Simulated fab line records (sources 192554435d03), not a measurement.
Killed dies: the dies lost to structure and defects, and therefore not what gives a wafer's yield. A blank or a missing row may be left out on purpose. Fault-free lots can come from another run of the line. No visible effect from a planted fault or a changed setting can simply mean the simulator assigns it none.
Which of the tools did it? || flow n5_finfet || 72 wafers from 24 lots sampled at 3 of the route's 1938 steps

## WHAT THE GAUGES SHOWED, per wafer
N5_STI_FIN_REVEAL_THK_MEAS_05. Usual: thk_nm at 131.8 nm, with a standard deviation of 1.
{"lot": "L074", "measured": "day 2 12:46", "on": "film_metro-01", "thk_nm (nm)": "130.2 131.1 130.6", "flag": ""}
{"lot": "L075", "measured": "day 2 17:28", "on": "film_metro-01", "thk_nm (nm)": "130.7 131.4 132.7", "flag": ""}
{"lot": "L076", "measured": "day 2 22:36", "on": "film_metro-02", "thk_nm (nm)": "133.1 132.0 131.7", "flag": ""}
{"lot": "L077", "measured": "day 3 04:28", "on": "film_metro-01", "thk_nm (nm)": "132.1 131.6 131.8", "flag": ""}
{"lot": "L078", "measured": "day 3 10:41", "on": "film_metro-02", "thk_nm (nm)": "130.9 131.2 130.0", "flag": ""}
{"lot": "L079", "measured": "day 3 16:37", "on": "film_metro-02", "thk_nm (nm)": "130.3 128.8 131.7", "flag": ""}
{"lot": "L080", "measured": "day 3 22:10", "on": "film_metro-02", "thk_nm (nm)": "132.7 132.3 130.3", "flag": ""}
{"lot": "L081", "measured": "day 4 04:37", "on": "film_metro-02", "thk_nm (nm)": "130.3 131.6 131.1", "flag": ""}
{"lot": "L082", "measured": "day 4 11:30", "on": "film_metro-01", "thk_nm (nm)": "132.7 133.6 133.4", "flag": ""}
{"lot": "L083", "measured": "day 4 17:02", "on": "film_metro-01", "thk_nm (nm)": "132.2 131.5 133.1", "flag": ""}
{"lot": "L084", "measured": "day 4 22:35", "on": "film_metro-02", "thk_nm (nm)": "131.9 131.5 131.7", "flag": ""}
{"lot": "L085", "measured": "day 5 03:56", "on": "film_metro-01", "thk_nm (nm)": "130.8 130.2 130.6", "flag": ""}
{"lot": "L086", "measured": "day 5 10:33", "on": "film_metro-02", "thk_nm (nm)": "131.0 131.2 133.1", "flag": ""}
{"lot": "L087", "measured": "day 5 14:22", "on": "film_metro-02", "thk_nm (nm)": "131.7 131.2 131.1", "flag": ""}
{"lot": "L088", "measured": "day 5 21:18", "on": "film_metro-02", "thk_nm (nm)": "132.5 133.0 133.3", "flag": ""}
{"lot": "L089", "measured": "day 6 04:20", "on": "film_metro-01", "thk_nm (nm)": "131.8 132.4 131.2", "flag": ""}
{"lot": "L090", "measured": "day 6 09:55", "on": "film_metro-02", "thk_nm (nm)": "131.8 132.0 131.5", "flag": ""}
{"lot": "L091", "measured": "day 6 16:16", "on": "film_metro-01", "thk_nm (nm)": "133.1 133.0 133.2", "flag": ""}
{"lot": "L092", "measured": "day 6 23:35", "on": "film_metro-02", "thk_nm (nm)": "131.7 131.0 132.2", "flag": ""}
{"lot": "L093", "measured": "day 7 04:24", "on": "film_metro-02", "thk_nm (nm)": "131.5 132.1 132.7", "flag": ""}
{"lot": "L094", "measured": "day 7 09:58", "on": "film_metro-01", "thk_nm (nm)": "132.2 131.1 131.3", "flag": ""}
{"lot": "L095", "measured": "day 7 15:35", "on": "film_metro-01", "thk_nm (nm)": "132.1 132.0 131.4", "flag": ""}
{"lot": "L096", "measured": "day 7 21:10", "on": "film_metro-01", "thk_nm (nm)": "130.4 131.7 131.1", "flag": ""}
{"lot": "L097", "measured": "day 8 03:11", "on": "film_metro-02", "thk_nm (nm)": "134.1 132.3 132.2", "flag": ""}

N5_DUMMY_GATE_THK_MEAS_05. Usual: thk_nm at 71.9 nm, with a standard deviation of 0.99.
{"lot": "L074", "measured": "day 2 23:10", "on": "film_metro-01", "thk_nm (nm)": "73.9 73.9 74.3", "flag": ""}
{"lot": "L075", "measured": "day 3 01:37", "on": "film_metro-01", "thk_nm (nm)": "71.6 72.2 71.4", "flag": ""}
{"lot": "L076", "measured": "day 3 07:06", "on": "film_metro-01", "thk_nm (nm)": "71.9 71.1 71.9", "flag": ""}
{"lot": "L077", "measured": "day 3 12:19", "on": "film_metro-02", "thk_nm (nm)": "72.8 71.4 72.1", "flag": ""}
{"lot": "L078", "measured": "day 3 19:10", "on": "film_metro-02", "thk_nm (nm)": "74.1 72.8 71.2", "flag": ""}
{"lot": "L079", "measured": "day 4 00:32", "on": "film_metro-02", "thk_nm (nm)": "72.4 72.1 72.1", "flag": ""}
{"lot": "L080", "measured": "day 4 06:40", "on": "film_metro-02", "thk_nm (nm)": "70.9 71.4 70.4", "flag": ""}
{"lot": "L081", "measured": "day 4 12:10", "on": "film_metro-02", "thk_nm (nm)": "72.8 72.7 73.5", "flag": ""}
{"lot": "L082", "measured": "day 4 19:17", "on": "film_metro-01", "thk_nm (nm)": "72.8 72.3 72.5", "flag": ""}
{"lot": "L083", "measured": "day 5 01:19", "on": "film_metro-02", "thk_nm (nm)": "71.7 72.6 71.5", "flag": ""}
{"lot": "L084", "measured": "day 5 06:11", "on": "film_metro-01", "thk_nm (nm)": "71.3 73.2 71.5", "flag": ""}
{"lot": "L085", "measured": "day 5 11:33", "on": "film_metro-01", "thk_nm (nm)": "74.4 73.3 73.4", "flag": ""}
{"lot": "L086", "measured": "day 5 19:28", "on": "film_metro-01", "thk_nm (nm)": "70.7 70.9 71.3", "flag": ""}
{"lot": "L087", "measured": "day 5 22:14", "on": "film_metro-02", "thk_nm (nm)": "72.8 73.4 73.0", "flag": ""}
{"lot": "L088", "measured": "day 6 09:41", "on": "film_metro-02", "thk_nm (nm)": "71.0 71.0 72.5", "flag": ""}
{"lot": "L089", "measured": "day 6 13:20", "on": "film_metro-02", "thk_nm (nm)": "71.2 72.0 74.0", "flag": ""}
{"lot": "L090", "measured": "day 6 17:38", "on": "film_metro-02", "thk_nm (nm)": "72.3 71.5 71.7", "flag": ""}
{"lot": "L091", "measured": "day 7 00:11", "on": "film_metro-02", "thk_nm (nm)": "71.4 71.3 71.9", "flag": ""}
{"lot": "L092", "measured": "day 7 09:10", "on": "film_metro-01", "thk_nm (nm)": "72.3 72.4 72.0", "flag": ""}
{"lot": "L093", "measured": "day 7 12:06", "on": "film_metro-01", "thk_nm (nm)": "70.0 72.7 71.5", "flag": ""}
{"lot": "L094", "measured": "day 7 19:02", "on": "film_metro-01", "thk_nm (nm)": "69.2 70.5 70.4", "flag": ""}
{"lot": "L095", "measured": "day 7 23:33", "on": "film_metro-02", "thk_nm (nm)": "72.0 71.8 71.1", "flag": ""}
{"lot": "L096", "measured": "day 8 06:53", "on": "film_metro-02", "thk_nm (nm)": "72.3 72.9 72.7", "flag": ""}
{"lot": "L097", "measured": "day 8 10:45", "on": "film_metro-01", "thk_nm (nm)": "72.1 73.2 71.4", "flag": ""}

N5_DUMMY_GATE_OVL_MEAS_16. Usual: GATE_OVL gives -0.2 nm (standard deviation 0.8).
{"lot": "L074", "measured": "day 3 03:31", "on": "overlay-02", "GATE_OVL (nm)": "0.2 0.9 -0.3", "flag": ""}
{"lot": "L075", "measured": "day 3 06:04", "on": "overlay-01", "GATE_OVL (nm)": "-2.0 -1.2 -1.0", "flag": ""}
{"lot": "L076", "measured": "day 3 11:34", "on": "overlay-01", "GATE_OVL (nm)": "-0.4 0.3 -1.2", "flag": ""}
{"lot": "L077", "measured": "day 3 16:47", "on": "overlay-01", "GATE_OVL (nm)": "-0.5 -0.7 -1.0", "flag": ""}
{"lot": "L078", "measured": "day 3 23:40", "on": "overlay-01", "GATE_OVL (nm)": "1.5 -0.1 0.7", "flag": ""}
{"lot": "L079", "measured": "day 4 04:59", "on": "overlay-02", "GATE_OVL (nm)": "-0.1 -0.3 0.5", "flag": ""}
{"lot": "L080", "measured": "day 4 11:01", "on": "overlay-02", "GATE_OVL (nm)": "-0.2 -0.6 -1.0", "flag": ""}
{"lot": "L081", "measured": "day 4 16:38", "on": "overlay-02", "GATE_OVL (nm)": "-1.1 -1.4 0.7", "flag": ""}
{"lot": "L082", "measured": "day 4 23:37", "on": "overlay-01", "GATE_OVL (nm)": "0.2 -0.3 0.4", "flag": ""}
{"lot": "L083", "measured": "day 5 05:39", "on": "overlay-01", "GATE_OVL (nm)": "0.2 -1.4 0.0", "flag": ""}
{"lot": "L084", "measured": "day 5 10:38", "on": "overlay-02", "GATE_OVL (nm)": "0.1 0.4 0.6", "flag": ""}
{"lot": "L085", "measured": "day 5 16:03", "on": "overlay-02", "GATE_OVL (nm)": "0.1 -0.5 2.1", "flag": ""}
{"lot": "L086", "measured": "day 6 02:20", "on": "overlay-02", "GATE_OVL (nm)": "-0.1 -2.0 -1.7", "flag": ""}
{"lot": "L087", "measured": "day 6 06:14", "on": "overlay-02", "GATE_OVL (nm)": "-0.2 -1.0 0.3", "flag": ""}
{"lot": "L088", "measured": "day 6 14:10", "on": "overlay-02", "GATE_OVL (nm)": "-0.3 0.0 -0.1", "flag": ""}
{"lot": "L089", "measured": "day 6 17:40", "on": "overlay-01", "GATE_OVL (nm)": "-1.0 0.0 -0.4", "flag": ""}
{"lot": "L090", "measured": "day 6 22:05", "on": "overlay-01", "GATE_OVL (nm)": "-0.4 -0.1 -0.3", "flag": ""}
{"lot": "L091", "measured": "day 7 04:38", "on": "overlay-01", "GATE_OVL (nm)": "-0.3 -0.2 0.3", "flag": ""}
{"lot": "L092", "measured": "day 7 15:28", "on": "overlay-02", "GATE_OVL (nm)": "-0.5 -0.1 0.5", "flag": ""}
{"lot": "L093", "measured": "day 7 18:23", "on": "overlay-02", "GATE_OVL (nm)": "-0.8 -0.3 -1.2", "flag": ""}
{"lot": "L094", "measured": "day 8 01:26", "on": "overlay-01", "GATE_OVL (nm)": "0.4 -0.4 -1.1", "flag": ""}
{"lot": "L095", "measured": "day 8 04:01", "on": "overlay-02", "GATE_OVL (nm)": "-0.5 0.2 -0.7", "flag": ""}
{"lot": "L096", "measured": "day 8 13:10", "on": "overlay-01", "GATE_OVL (nm)": "-0.6 -0.8 -0.1", "flag": ""}
{"lot": "L097", "measured": "day 8 15:07", "on": "overlay-02", "GATE_OVL (nm)": "-0.7 0.0 -0.5", "flag": ""}

## WHAT TOOL EACH LOT RAN ON (gives the tool, then ch and the chambers of the sampled wafers, and finally the start)
The record holds no process step before these readings.

## WHAT THE TOOLS THEMSELVES READ (means of the sampled wafers that have a number; where no wafer has one, the mark that the record gives instead)
The record holds no such reading with a usual standard deviation.

## THE ANSWER, worked out from the rows above alone
Rule: a lot counts as off when the mean over its wafers that have a number is more than 3 standard deviations away from the usual mean. Also off: a lot with no number at a reading for which 4 or more lots have one. Any other lot the step has rows for is counted as sound. Order of review: gauges by route order, followed by the tools' own readings, for which a lot's mean as printed above is used. At the first step where some lot is off, the reading lying furthest off is the one used; lots without a number count as furthest.
Across all readings shown, no lot is off: no conclusion can be drawn from this.

## WHAT THE SIMULATOR HAD PUT IN
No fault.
